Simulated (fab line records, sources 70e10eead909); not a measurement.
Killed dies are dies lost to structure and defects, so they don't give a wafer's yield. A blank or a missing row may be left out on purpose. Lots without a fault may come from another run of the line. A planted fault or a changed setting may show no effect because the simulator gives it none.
Problem report in the 8D (eight disciplines) form, filled by code | flow nand_harc | the parts of the form that need people (team, actions taken, sign-off) are left out

1. THE PROBLEM
cd_nm at NHARC_P_M0_CD_MEAS_09 reads a mean of 82.8 nm on 6 wafers of 2 lots; wafers without a fault read 90.0 nm with a standard deviation of 0.69. That is -10 standard deviations from the usual mean.
The step: target cd 90 nm.
First seen on wafer L640.1, day 7 04:01, on cd_sem-02. The record holds 36 wafers of 12 lots with a number at this step. Rule for "out", or "out of limits": more than 4 standard deviations from the usual mean. The other wafers with a number count as sound.

2. WHAT IT IS AND WHAT IT IS NOT
question                    | is                     | is not
which readings at this step | cd_nm                  | -
which lots                  | L638, L640             | L635, L636, L644, L645, L646, L647, L649, L650, L655, L658
which wafers of those lots  | all that have a number | -
read on which gauges        | cd_sem-02              | cd_sem-01, cd_sem-03
when                        | from day 7 04:01       | up to then (6 sound wafers); but 24 sound wafers of L644, L645, L646, L647, L649, L650, L655, L658 came after

3. SUSPECTS, AND WHAT RULES EACH OUT
Counting: a tool at a process step up to the reading stays a suspect if it ran every lot that is out and no sound lot after the first of them.
- the gauge at NHARC_P_M0_CD_MEAS_09: ruled out. All the wafers that are out were read on cd_sem-02, but those of them that NHARC_P_M0_PEB_07 has rows for are out there too, on other tools.
- cmp-03 at NHARC_P_CONTACT_CMP_24 (polishes, t overpolish 30 s, target thk 200 nm): ruled out as a lasting fault. Sound lots L644, L646 ran on it after its first lot that is out, L640 (day 7 02:52).
- litho_track-06 at NHARC_P_M0_PEB_07 (peb time 65 s): kept. It ran every lot that is out, first L640 (day 7 03:56), and no sound lot after that; its last sound lot up to then is L636 (day 6 08:09). Its own readings are out on those wafers: heater_power_total_W, plate_temp_C.
Left after counting: litho_track-06 at NHARC_P_M0_PEB_07.

4. THE CAUSE (what the simulator had put in)
Process parameter drift: litho_track-06, from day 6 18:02 on, at NHARC_P_M0_PEB_07. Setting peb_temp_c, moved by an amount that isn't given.
Counting left only this tool.

5. THE CHAIN OF EFFECTS, in route order
Each row: a reading whose mean over the struck wafers that have a number lies more than 3 standard deviations from the usual. Only readings for which the record gives a usual standard deviation are gone through. hours: the time from each lot's start at the first step in this table that gives one to its start at this step, as a median over the lots. sigmas: the change in usual standard deviations.
hours | step                  | reading              | usual    | on struck wafers | change | sigmas
0     | NHARC_P_M0_PEB_07     | heater_power_total_W | 156.6 W  | 152.7            | -3.9   | -9.1
0     | NHARC_P_M0_PEB_07     | plate_temp_C         | 100.01 C | 98.11            | -1.91  | -16
0     | NHARC_P_M0_CD_MEAS_09 | cd_nm                | 90.0 nm  | 82.8             | -7.2   | -10
1     | NHARC_P_M0_CD_MEAS_16 | cd_nm                | 89.9 nm  | 82.0             | -7.9   | -8.9
The process steps in it:
- NHARC_P_M0_PEB_07: peb time 65 s.

6. WHAT WOULD HAVE CAUGHT IT SOONER
In this record the first reading out of limits at a measuring or inspecting step was taken at day 7 04:01, 10 hours after the fault began at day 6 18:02.
The tool's own readings at NHARC_P_M0_PEB_07 were out on every struck wafer that the step has a row for (heater_power_total_W, plate_temp_C): an alarm limit on them would have fired on the first of those.
Of the lots that are out (2), L638 began NHARC_P_M0_PEB_07 on litho_track-06 after day 7 04:01. A hold on the tool at that time would have spared it.
